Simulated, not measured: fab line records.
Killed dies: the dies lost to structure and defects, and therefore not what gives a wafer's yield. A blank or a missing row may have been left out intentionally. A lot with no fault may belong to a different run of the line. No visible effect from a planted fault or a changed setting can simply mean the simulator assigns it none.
fab line records -- flow nand-harc -- part 1 of 2: steps 1 to 23 of 32
record lots=5, wafers=15, last-day=24
route steps=1159 shown P_GATE@125
lots with no fault: from the same line, run without faults
start-h: hours from the record's opening day to when the first of the lot's shown wafers began -- wait-h: time in hours since the lot's previous step -- " repeats the value in the row above -- L1.1+2: a row that stands for several wafers -- - value missing, or start not given -- * or withheld: withheld -- < > ~ a bound
route shown NAME@n: a module of which the file shows steps, and the number in the route of the first -- usual: mean/standard deviation of fault-free wafers -- same: alike in all rows -- chamber/n: place in a boat -- sites: each site's reading -- _std_site: standard deviation of those values -- _edge_site: mean of outer sites minus mean of inner sites -- radius-mm: for every site, how far away it sits from the centre of the wafer -- mask NAME#n: copy n -- behind: the most recent tool/chamber to have shaped the wafer -- hold: cause of the lot's hold/its duration in hours/its outcome -- device: transistor that didn't switch, given as n, p or np -- end of line: at the end of the route, the tests of the same wafers -- a step with no rows: only its recipe -- killed: count of dies lost to structure and defects at first sort (not the wafer's yield) -- map: per-die view of a wafer (x killed, . not killed, _ where there is no die)
set.NAME: the setting that was run; set.NAME@STEP: the one run at that earlier step -- model.NAME: the simulator's own value behind a step, which no gauge read
certain route steps with their lots: each step a table, each wafer a row
services: the hour from which a tool's chamber was out of use, counted from the record's first day as start-h (under 0 if before that day), plus the number of hours and why
## steps
# step NHARC_P_GATE_ETCH_14
# recipe target-depth-a=488, chemistry=dHF, material=SiO2
lot.wafer,tool,chamber,start-h,wait-h
L075.4+1+3,wet-bench-09,"6,7,0",83.93,0.1
L077.6+1+5,wet-bench-01,"4,5,7",91.49,0.1
L081.1+4+6,wet-bench-01,"7,0,2",116.84,0.1
L085.1+6+4,wet-bench-05,"3,5,6",154.44,0.1
L096.1+4+5,wet-bench-05,"5,0,2",205.87,0.1
# step NHARC_P_GATE_STRIP_15
# recipe time-s=780, temp-c=130, chemistry=SPM
lot.wafer,tool,chamber,start-h,wait-h
L075.4+1+3,wet-bench-09,"6,7,0",83.97,0.0
L077.6+1+5,wet-bench-01,"4,5,7",91.53,0.0
L081.1+4+6,wet-bench-01,"7,0,2",116.88,0.0
L085.1+6+4,wet-bench-05,"3,5,6",154.49,0.0
L096.1+4+5,wet-bench-05,"5,0,2",205.91,0.0
# step NHARC_P_GATE_PRECLEAN_71
# recipe time-s=*, temp-c=50, bath-age-min=0, chemistry=SC1
# usual diw-flow-mL-min=1415/4, h2o2-flow-mL-min=56.62/0.18
lot.wafer,tool,chamber,start-h,wait-h,diw-flow-mL-min,h2o2-flow-mL-min
L075.4,wet-bench-09,6,-,-,1413,56.37
L075.1,wet-bench-09,7,-,-,1415,56.72
L075.3,wet-bench-09,0,-,-,1410,56.79
L077.6,wet-bench-01,4,-,-,1421,56.49
L077.1,wet-bench-01,5,-,-,1413,56.55
L077.5,wet-bench-01,7,-,-,1411,56.22
L081.1,wet-bench-01,7,-,-,1416,56.67
L081.4,wet-bench-01,0,-,-,1416,56.34
L081.6,wet-bench-01,2,-,-,1417,56.51
L085.1,wet-bench-05,3,-,-,1406,56.25
L085.6,wet-bench-05,5,-,-,1414,56.71
L085.4,wet-bench-05,6,-,-,1413,56.77
L096.1,wet-bench-05,5,-,-,1418,56.51
L096.4,wet-bench-05,0,-,-,1419,56.74
L096.5,wet-bench-05,2,-,-,1417,56.71
# step NHARC_P_GATE_SRD_72
lot.wafer,tool,chamber,start-h,wait-h
L075.4+1+3,wet-bench-09,"6,7,0",-,-
L077.6+1+5,wet-bench-01,"4,5,7",-,-
L081.1+4+6,wet-bench-01,"7,0,2",-,-
L085.1+6+4,wet-bench-05,"3,5,6",-,-
L096.1+4+5,wet-bench-05,"5,0,2",-,-
# step NHARC_P_GATE_OXIDE_16
# recipe target-thk-a=30, temp-c=875, ox-time-s=392, material=SiO2
# usual spike-tc-top-C=888.6/1.6
lot.wafer,tool,chamber,start-h,wait-h,spike-tc-top-C
L075.1,furnace-05,0,87.25,-,886.1
L075.3,furnace-05,0,87.25,-,886.7
L075.4,furnace-05,0,87.25,-,887.2
L077.1,furnace-05,0,94.88,-,887.5
L077.5,furnace-05,0,94.88,-,887.7
L077.6,furnace-05,0,94.88,-,885.6
L081.1,furnace-05,0,121.56,-,887.8
L081.4,furnace-05,0,121.56,-,886.2
L081.6,furnace-05,0,121.56,-,886.1
L085.1,furnace-07,0,157.21,-,888.4
L085.4,furnace-07,0,157.21,-,889.4
L085.6,furnace-07,0,157.21,-,890.4
L096.1,furnace-07,0,208.87,-,887.9
L096.4,furnace-07,0,208.87,-,890.4
L096.5,furnace-07,0,208.87,-,891.4
# step NHARC_P_GATE_CVD_17
# recipe target-thk-a=1500, temp-c=620, time-s=900, material=poly-Si
# usual spike-tc-top-C=639.5/1.7
lot.wafer,tool,chamber,start-h,wait-h,spike-tc-top-C
L075.1,lpcvd-poly-02,0,93.31,2.5,638.4
L075.3,lpcvd-poly-02,0,93.31,2.5,639.6
L075.4,lpcvd-poly-02,0,93.31,2.5,640.5
L077.1,lpcvd-poly-01,0,101.09,2.7,642.9
L077.5,lpcvd-poly-01,0,101.09,2.7,644.5
L077.6,lpcvd-poly-01,0,101.09,2.7,640.7
L081.1,lpcvd-poly-02,0,127.67,2.5,638.4
L081.4,lpcvd-poly-02,0,127.67,2.5,638.2
L081.6,lpcvd-poly-02,0,127.67,2.5,638.1
L085.1,lpcvd-poly-02,0,163.40,2.7,638.6
L085.4,lpcvd-poly-02,0,163.40,2.7,638.8
L085.6,lpcvd-poly-02,0,163.40,2.7,640.2
L096.1,lpcvd-poly-01,0,215.09,2.7,644.3
L096.4,lpcvd-poly-01,0,215.09,2.7,642.7
L096.5,lpcvd-poly-01,0,215.09,2.7,641.0
# step NHARC_P_GATE_HM_DEP_102
# recipe target-thk-a=1200, temp-c=400, material=aC
# usual throttle-valve-pct=35.000/0.0088
lot.wafer,tool,chamber,start-h,wait-h,throttle-valve-pct
L075.1,acl-dep-03,0,96.38,0.8,34.995
L075.3,acl-dep-03,0,96.38,0.8,35.007
L075.4,acl-dep-03,0,96.38,0.8,35.010
L077.1,acl-dep-03,0,103.71,0.4,34.989
L077.5,acl-dep-03,0,103.71,0.4,34.985
L077.6,acl-dep-03,0,103.71,0.4,35.005
L081.1,acl-dep-03,0,130.29,0.4,34.999
L081.4,acl-dep-03,0,130.29,0.4,35.005
L081.6,acl-dep-03,0,130.29,0.4,34.995
L085.1,acl-dep-03,0,166.00,0.4,34.995
L085.4,acl-dep-03,0,166.00,0.4,34.977
L085.6,acl-dep-03,0,166.00,0.4,35.002
L096.1,acl-dep-02,0,217.71,0.4,35.004
L096.4,acl-dep-02,0,217.71,0.4,35.014
L096.5,acl-dep-02,0,217.71,0.4,35.002
# step NHARC_P_GATE_DEP_103
# recipe target-thk-a=300, target-thk-nm=30, temp-c=400, flow-sccm=200, rf-w=350, material=SiON
# usual heater-power-w=722/110
lot.wafer,tool,chamber,start-h,wait-h,heater-power-w
L075.3,pecvd-04,2,97.06,0.3,866
L075.1,pecvd-04,0,97.06,0.3,592
L075.4,pecvd-04,1,97.06,0.3,802
L077.1,pecvd-03,2,104.46,0.6,680
L077.5,pecvd-03,0,104.46,0.6,749
L077.6,pecvd-03,2,104.46,0.6,659
L081.1,pecvd-04,2,130.96,0.6,769
L081.4,pecvd-04,0,130.96,0.6,559
L081.6,pecvd-04,0,130.96,0.6,569
L085.1,pecvd-03,1,166.72,0.6,865
L085.6,pecvd-03,2,166.72,0.6,681
L085.4,pecvd-03,0,166.72,0.6,723
L096.1,pecvd-03,0,218.38,0.6,821
L096.4,pecvd-03,0,218.38,0.6,820
L096.5,pecvd-03,2,218.38,0.6,687
# step NHARC_P_GATE_DEHYDRATE_18
# recipe temp-c=150, time-s=120
# usual resist-line-temp-C=23.01/0.11
lot.wafer,tool,chamber,start-h,wait-h,resist-line-temp-C
L075.1,litho-track-04,0,97.33,0.2,23.02
L075.3,litho-track-04,0,97.33,0.2,22.82
L075.4,litho-track-04,0,97.33,0.2,23.08
L077.1,litho-track-04,0,104.68,0.2,23.04
L077.5,litho-track-04,0,104.68,0.2,23.01
L077.6,litho-track-04,0,104.68,0.2,23.08
L081.1,litho-track-06,0,131.32,0.3,22.99
L081.4,litho-track-06,0,131.32,0.3,23.29
L081.6,litho-track-06,0,131.32,0.3,23.26
L085.1,litho-track-01,0,166.93,0.2,22.96
L085.4,litho-track-01,0,166.93,0.2,22.85
L085.6,litho-track-01,0,166.93,0.2,23.02
L096.1,litho-track-01,0,218.65,0.2,23.09
L096.4,litho-track-01,0,218.65,0.2,23.14
L096.5,litho-track-01,0,218.65,0.2,23.13
# step NHARC_P_GATE_HMDS_19
# recipe time-s=30
# usual resist-line-temp-C=22.99/0.1
lot.wafer,tool,chamber,start-h,wait-h,resist-line-temp-C
L075.1,litho-track-04,0,-,-,23.11
L075.3,litho-track-04,0,-,-,23.02
L075.4,litho-track-04,0,-,-,23.00
L077.1,litho-track-04,0,-,-,22.88
L077.5,litho-track-04,0,-,-,23.02
L077.6,litho-track-04,0,-,-,22.82
L081.1,litho-track-06,0,-,-,22.97
L081.4,litho-track-06,0,-,-,22.91
L081.6,litho-track-06,0,-,-,23.07
L085.1,litho-track-01,0,-,-,22.89
L085.4,litho-track-01,0,-,-,22.89
L085.6,litho-track-01,0,-,-,22.92
L096.1,litho-track-01,0,-,-,22.92
L096.4,litho-track-01,0,-,-,22.94
L096.5,litho-track-01,0,-,-,23.01
# step NHARC_P_GATE_COAT_20
# recipe spin-rpm=1500, resist-thk-nm=90
# usual resist-line-temp-C=23.02/0.11, spin-speed-rpm=1500.1/1.1
lot.wafer,tool,chamber,start-h,wait-h,resist-line-temp-C,spin-speed-rpm
L075.1,litho-track-04,0,-,-,23.01,1500.5
L075.3,litho-track-04,0,-,-,22.95,1501.5
L075.4,litho-track-04,0,-,-,23.04,1501.3
L077.1,litho-track-04,0,-,-,23.10,1500.2
L077.5,litho-track-04,0,-,-,23.24,1501.0
L077.6,litho-track-04,0,-,-,23.12,1498.2
L081.1,litho-track-06,0,-,-,23.07,1500.2
L081.4,litho-track-06,0,-,-,23.07,1499.8
L081.6,litho-track-06,0,-,-,22.88,1499.8
L085.1,litho-track-01,0,-,-,23.14,1500.2
L085.4,litho-track-01,0,-,-,23.24,1500.5
L085.6,litho-track-01,0,-,-,22.90,1499.4
L096.1,litho-track-01,0,-,-,23.01,1499.7
L096.4,litho-track-01,0,-,-,22.95,1499.8
L096.5,litho-track-01,0,-,-,22.95,1499.0
# step NHARC_P_GATE_SOFTBAKE_21
# recipe temp-c=105, time-s=55
# usual resist-line-temp-C=23.00/0.11
lot.wafer,tool,chamber,start-h,wait-h,resist-line-temp-C
L075.1,litho-track-04,0,-,-,23.02
L075.3,litho-track-04,0,-,-,22.98
L075.4,litho-track-04,0,-,-,22.97
L077.1,litho-track-04,0,-,-,22.80
L077.5,litho-track-04,0,-,-,22.84
L077.6,litho-track-04,0,-,-,22.93
L081.1,litho-track-06,0,-,-,22.86
L081.4,litho-track-06,0,-,-,22.97
L081.6,litho-track-06,0,-,-,22.82
L085.1,litho-track-01,0,-,-,22.96
L085.4,litho-track-01,0,-,-,23.07
L085.6,litho-track-01,0,-,-,22.91
L096.1,litho-track-01,0,-,-,22.87
L096.4,litho-track-01,0,-,-,23.04
L096.5,litho-track-01,0,-,-,22.99
# step NHARC_P_GATE_EBR_22
# usual resist-line-temp-C=22.98/0.11
lot.wafer,tool,chamber,start-h,wait-h,resist-line-temp-C
L075.1,litho-track-04,0,-,-,22.95
L075.3,litho-track-04,0,-,-,22.97
L075.4,litho-track-04,0,-,-,22.93
L077.1,litho-track-04,0,-,-,23.07
L077.5,litho-track-04,0,-,-,22.92
L077.6,litho-track-04,0,-,-,23.06
L081.1,litho-track-06,0,-,-,23.03
L081.4,litho-track-06,0,-,-,23.00
L081.6,litho-track-06,0,-,-,22.97
L085.1,litho-track-01,0,-,-,22.99
L085.4,litho-track-01,0,-,-,22.84
L085.6,litho-track-01,0,-,-,22.99
L096.1,litho-track-01,0,-,-,23.10
L096.4,litho-track-01,0,-,-,22.97
L096.5,litho-track-01,0,-,-,22.75
# step NHARC_P_GATE_EXPOSE_23
# recipe na=1.35, target-cd-nm=120, dose-mj=93.91, mask-id=P_GATE
lot.wafer,tool,chamber,start-h,wait-h,mask
L075.1+3+4,arfi-scanner-03,0,97.47,-,P_GATE#0
L077.1+5+6,arfi-scanner-03,0,104.94,-,P_GATE#0
L081.1+4+6,arfi-scanner-02,0,131.58,-,P_GATE#0
L085.1+4+6,arfi-scanner-02,0,167.08,-,P_GATE#0
L096.1+4+5,arfi-scanner-02,0,218.92,-,P_GATE#0
# step NHARC_P_GATE_PEB_24
# recipe peb-temp-c=100, peb-time-s=65
# usual resist-line-temp-C=23.03/0.1
lot.wafer,tool,chamber,start-h,wait-h,resist-line-temp-C
L075.1,litho-track-06,0,97.53,0.1,22.88
L075.3,litho-track-06,0,97.53,0.1,23.04
L075.4,litho-track-06,0,97.53,0.1,22.82
L077.1,litho-track-04,0,105.00,0.1,23.07
L077.5,litho-track-04,0,105.00,0.1,22.92
L077.6,litho-track-04,0,105.00,0.1,23.07
L081.1,litho-track-01,0,131.64,0.1,23.14
L081.4,litho-track-01,0,131.64,0.1,23.16
L081.6,litho-track-01,0,131.64,0.1,23.14
L085.1,litho-track-01,0,167.14,0.1,23.18
L085.4,litho-track-01,0,167.14,0.1,22.95
L085.6,litho-track-01,0,167.14,0.1,23.12
L096.1,litho-track-06,0,218.98,0.1,23.07
L096.4,litho-track-06,0,218.98,0.1,23.12
L096.5,litho-track-06,0,218.98,0.1,23.00
# step NHARC_P_GATE_DEVELOP_25
# recipe develop-time-s=35, dev-temp-c=23
# usual developer-temp-C=22.97/0.1, resist-line-temp-C=23.00/0.12
lot.wafer,tool,chamber,start-h,wait-h,developer-temp-C,resist-line-temp-C
L075.1,litho-track-06,0,-,-,23.06,22.95
L075.3,litho-track-06,0,-,-,22.85,22.81
L075.4,litho-track-06,0,-,-,22.97,23.02
L077.1,litho-track-04,0,-,-,23.07,23.04
L077.5,litho-track-04,0,-,-,23.01,23.19
L077.6,litho-track-04,0,-,-,23.05,23.16
L081.1,litho-track-01,0,-,-,22.98,22.83
L081.4,litho-track-01,0,-,-,23.06,22.87
L081.6,litho-track-01,0,-,-,22.91,22.83
L085.1,litho-track-01,0,-,-,23.02,22.85
L085.4,litho-track-01,0,-,-,22.98,22.79
L085.6,litho-track-01,0,-,-,22.92,22.88
L096.1,litho-track-06,0,-,-,22.83,22.79
L096.4,litho-track-06,0,-,-,22.94,23.00
L096.5,litho-track-06,0,-,-,23.00,22.91
# step NHARC_P_GATE_CD_MEAS_26
# recipe target-cd-nm=120, landing-energy-ev=500
# usual cd-nm=120.0/0.67
lot.wafer,tool,chamber,start-h,wait-h,cd-nm
L075.1,cd-sem-03,0,97.61,-,120.0
L075.3,cd-sem-03,0,97.61,-,121.2
L075.4,cd-sem-03,0,97.61,-,121.2
L077.1,cd-sem-03,0,105.08,-,119.1
L077.5,cd-sem-03,0,105.08,-,120.3
L077.6,cd-sem-03,0,105.08,-,119.7
L081.1,cd-sem-03,0,131.72,-,119.8
L081.4,cd-sem-03,0,131.72,-,119.8
L081.6,cd-sem-03,0,131.72,-,119.9
L085.1,cd-sem-03,0,167.22,-,119.5
L085.4,cd-sem-03,0,167.22,-,119.1
L085.6,cd-sem-03,0,167.22,-,119.4
L096.1,cd-sem-02,0,219.06,-,120.6
L096.4,cd-sem-02,0,219.06,-,120.1
L096.5,cd-sem-02,0,219.06,-,121.4
# step NHARC_P_GATE_OVL_MEAS_27
# usual overlay-x-nm=-0.1/0.89, overlay-y-nm=-0.2/0.91
lot.wafer,tool,chamber,start-h,wait-h,overlay-x-nm,overlay-y-nm
L075.1,overlay-02,-,97.71,-,1.9,0.9
L075.3,overlay-02,-,97.71,-,1.9,1.2
L075.4,overlay-02,-,97.71,-,1.3,0.9
L077.1,overlay-02,-,105.17,-,-1.3,0.8
L077.5,overlay-02,-,105.17,-,-1.4,0.8
L077.6,overlay-02,-,105.17,-,-1.5,0.9
L081.1,overlay-02,-,131.81,-,0.6,-1.4
L081.4,overlay-02,-,131.81,-,-0.2,-1.5
L081.6,overlay-02,-,131.81,-,0.5,-1.5
L085.1,overlay-01,-,167.30,-,-0.7,-0.8
L085.4,overlay-01,-,167.30,-,-1.0,-0.1
L085.6,overlay-01,-,167.30,-,-0.2,-0.3
L096.1,overlay-02,-,219.15,-,0.7,-0.4
L096.4,overlay-02,-,219.15,-,1.0,-0.9
L096.5,overlay-02,-,219.15,-,0.6,-0.1
# step NHARC_P_GATE_INSPECT_28
# usual raw-defect-count=6/3.3
lot.wafer,tool,chamber,start-h,wait-h,raw-defect-count
L075.1,defect-inspect-01,-,97.75,0.0,6
L075.3,defect-inspect-01,-,97.75,0.0,1
L075.4,defect-inspect-01,-,97.75,0.0,4
L077.1,defect-inspect-02,-,105.21,0.0,19
L077.5,defect-inspect-02,-,105.21,0.0,12
L077.6,defect-inspect-02,-,105.21,0.0,13
L081.1,defect-inspect-01,-,131.85,0.0,8
L081.4,defect-inspect-01,-,131.85,0.0,2
L081.6,defect-inspect-01,-,131.85,0.0,4
L085.1,defect-inspect-02,-,167.34,0.0,3
L085.4,defect-inspect-02,-,167.34,0.0,2
L085.6,defect-inspect-02,-,167.34,0.0,1
L096.1,defect-inspect-02,-,219.18,0.0,1
L096.4,defect-inspect-02,-,219.18,0.0,9
L096.5,defect-inspect-02,-,219.18,0.0,6
# step NHARC_P_GATE_DESCUM_31
# recipe time-s=3, o2-flow-sccm=200, ar-flow-sccm=0, bias-power-w=0, chemistry=O2
# usual drypump-motor-current-A=5.6/0.58, o2-flow-sccm=200.1/0.82, oes-product-au=1.002/0.0076, rf-vpp-V=57.5/0.91, showerhead-plenum-p-Torr=1.88/0.081, throttle-valve-pct=11.312/0.0093
lot.wafer,tool,chamber,start-h,wait-h,drypump-motor-current-A,o2-flow-sccm,oes-product-au,rf-hours-counter-h,rf-vpp-V,showerhead-plenum-p-Torr,throttle-valve-pct
L075.4,rie-diel-02,2,97.81,0.1,5.3,199.9,0.991,36,57.4,1.91,11.314
L075.3,rie-diel-02,3,97.81,0.1,6.5,199.7,1.001,42,59.2,1.81,11.312
L075.1,rie-diel-02,1,97.81,0.1,6.3,201.2,1.008,37,57.4,1.81,11.308
L077.1,rie-diel-04,3,105.28,0.1,4.9,200.6,1.006,29,58.5,1.81,11.309
L077.6,rie-diel-04,2,105.28,0.1,5.2,199.2,1.005,-,58.3,2.02,11.303
L077.5,rie-diel-04,3,105.28,0.1,4.9,200.5,0.998,-,56.4,1.81,11.300
L081.4,rie-diel-05,0,131.93,0.1,5.8,200.5,0.978,51,58.4,1.97,11.288
L081.1,rie-diel-05,1,131.93,0.1,5.9,200.1,0.996,51,55.5,1.93,11.311
L081.6,rie-diel-05,3,131.93,0.1,6.6,199.8,0.998,-,58.6,1.92,11.320
L085.4,rie-diel-04,2,167.48,0.1,5.2,199.5,1.015,10,57.3,2.01,11.316
L085.1,rie-diel-04,3,167.48,0.1,4.9,200.3,1.017,9,57.4,1.80,11.312
L085.6,rie-diel-04,3,167.48,0.1,4.9,199.4,1.013,-,57.8,1.80,11.320
L096.1,rie-diel-04,1,219.26,0.1,5.3,199.8,0.990,16,57.3,1.83,11.298
L096.4,rie-diel-04,2,219.26,0.1,5.2,199.1,0.996,19,56.7,2.01,11.306
L096.5,rie-diel-04,0,219.26,0.1,6.4,200.0,0.999,-,58.7,1.93,11.306
# step NHARC_P_GATE_ETCH_104
# recipe target-depth-a=600, time-s=withheld, cf4-flow-sccm=100, chf3-flow-sccm=30, ar-flow-sccm=0, rf-w=500, bias-w=200, chemistry=CF4/CHF3
# usual drypump-motor-current-A=5.6/0.58, oes-product-au=0.945/0.019, rf-vpp-V=369.8/2.4, showerhead-plenum-p-Torr=1.55/0.064, throttle-valve-pct=16.801/0.0087
lot.wafer,tool,chamber,start-h,wait-h,drypump-motor-current-A,oes-product-au,rf-vpp-V,showerhead-plenum-p-Torr,throttle-valve-pct
L075.1,rie-diel-02,3,97.95,0.1,6.4,0.937,368.4,1.49,16.803
L075.4,rie-diel-02,0,97.95,0.1,5.7,0.935,367.3,1.50,16.810
L075.3,rie-diel-02,1,97.95,0.1,6.2,0.952,368.7,1.49,16.809
L077.1,rie-diel-04,0,105.36,0.1,6.3,0.979,371.2,1.60,16.790
L077.5,rie-diel-04,3,105.36,0.1,4.9,0.971,367.4,1.49,16.807
L077.6,rie-diel-04,0,105.36,0.1,6.4,0.977,371.2,1.60,16.784
L081.4,rie-diel-05,2,132.00,0.1,6.1,0.965,374.0,1.67,16.801
L081.1,rie-diel-05,1,132.00,0.1,5.9,0.979,371.1,1.59,16.815
L081.6,rie-diel-05,3,132.00,0.1,6.6,0.968,370.9,1.58,16.798
L085.4,rie-diel-04,2,167.62,0.1,5.2,0.941,372.1,1.65,16.799
L085.1,rie-diel-04,3,167.62,0.1,4.9,0.957,367.3,1.49,16.807
L085.6,rie-diel-04,2,167.62,0.1,5.2,0.946,373.0,1.65,16.808
L096.4,rie-diel-04,3,219.59,0.3,4.9,0.923,367.7,1.49,16.799
L096.1,rie-diel-04,1,219.59,0.3,5.3,0.917,368.5,1.51,16.799
L096.5,rie-diel-04,2,219.59,0.3,5.2,0.924,374.0,1.65,16.807
# step NHARC_P_GATE_HM_OPEN_105
# recipe target-depth-a=3600, o2-flow-sccm=400, cos-flow-sccm=20, ar-flow-sccm=0, rf-w=500, bias-w=300, chemistry=O2/COS
# usual cos-flow-sccm=20.00/0.06, drypump-motor-current-A=5.6/0.56, o2-flow-sccm=400.0/1.1, oes-product-au=1.001/0.0069, rf-vpp-V=466.1/2.8, showerhead-plenum-p-Torr=3.07/0.13, throttle-valve-pct=28.331/0.011
lot.wafer,tool,chamber,start-h,wait-h,cos-flow-sccm,drypump-motor-current-A,o2-flow-sccm,oes-product-au,rf-hours-counter-h,rf-vpp-V,showerhead-plenum-p-Torr,throttle-valve-pct
L075.1,rie-diel-02,0,-,-,19.94,5.7,398.2,0.999,41,462.7,2.97,28.331
L075.4,rie-diel-02,1,-,-,20.03,6.3,399.1,1.000,37,463.5,2.96,28.335
L075.3,rie-diel-02,2,-,-,20.07,5.3,399.1,0.987,36,465.9,3.11,28.317
L077.1,rie-diel-04,2,-,-,19.93,5.3,401.6,1.008,30,468.1,3.28,28.341
L077.6,rie-diel-04,2,-,-,20.01,5.3,401.1,0.999,-,469.5,3.28,28.336
L077.5,rie-diel-04,3,-,-,19.96,4.9,401.4,1.012,-,462.9,2.96,28.328
L081.1,rie-diel-05,2,-,-,20.10,6.2,401.2,0.996,54,471.3,3.31,28.337
L081.4,rie-diel-05,0,-,-,19.91,5.8,401.1,0.994,51,469.2,3.20,28.331
L081.6,rie-diel-05,2,-,-,20.04,6.2,401.4,1.002,-,469.7,3.31,28.333
L085.1,rie-diel-04,0,-,-,20.05,6.4,398.7,1.002,9,468.6,3.16,28.343
L085.4,rie-diel-04,1,-,-,20.10,5.3,399.6,0.991,10,464.3,2.99,28.315
L085.6,rie-diel-04,0,-,-,20.00,6.4,400.8,0.992,-,467.4,3.16,28.303
L096.1,rie-diel-04,3,-,-,19.98,4.9,399.2,0.995,18,463.3,2.95,28.331
L096.4,rie-diel-04,0,-,-,19.90,6.4,398.2,1.001,18,466.5,3.16,28.317
L096.5,rie-diel-04,3,-,-,19.99,4.9,400.1,1.004,-,463.2,2.95,28.340
# step NHARC_P_GATE_STRIP_106
# recipe o2-flow-sccm=400, cos-flow-sccm=20, ar-flow-sccm=0, bias-w=0, chemistry=O2/COS
lot.wafer,tool,chamber,start-h,wait-h
L075.3+1+4,rie-diel-02,"1,2,3",-,-
L077.1+6+5,rie-diel-04,"0,1,2",-,-
L081.1+4+6,rie-diel-05,"3,0,2",-,-
L085.4+1+6,rie-diel-04,"2,0,2",-,-
L096.1+4+5,rie-diel-04,"0,2,0",-,-
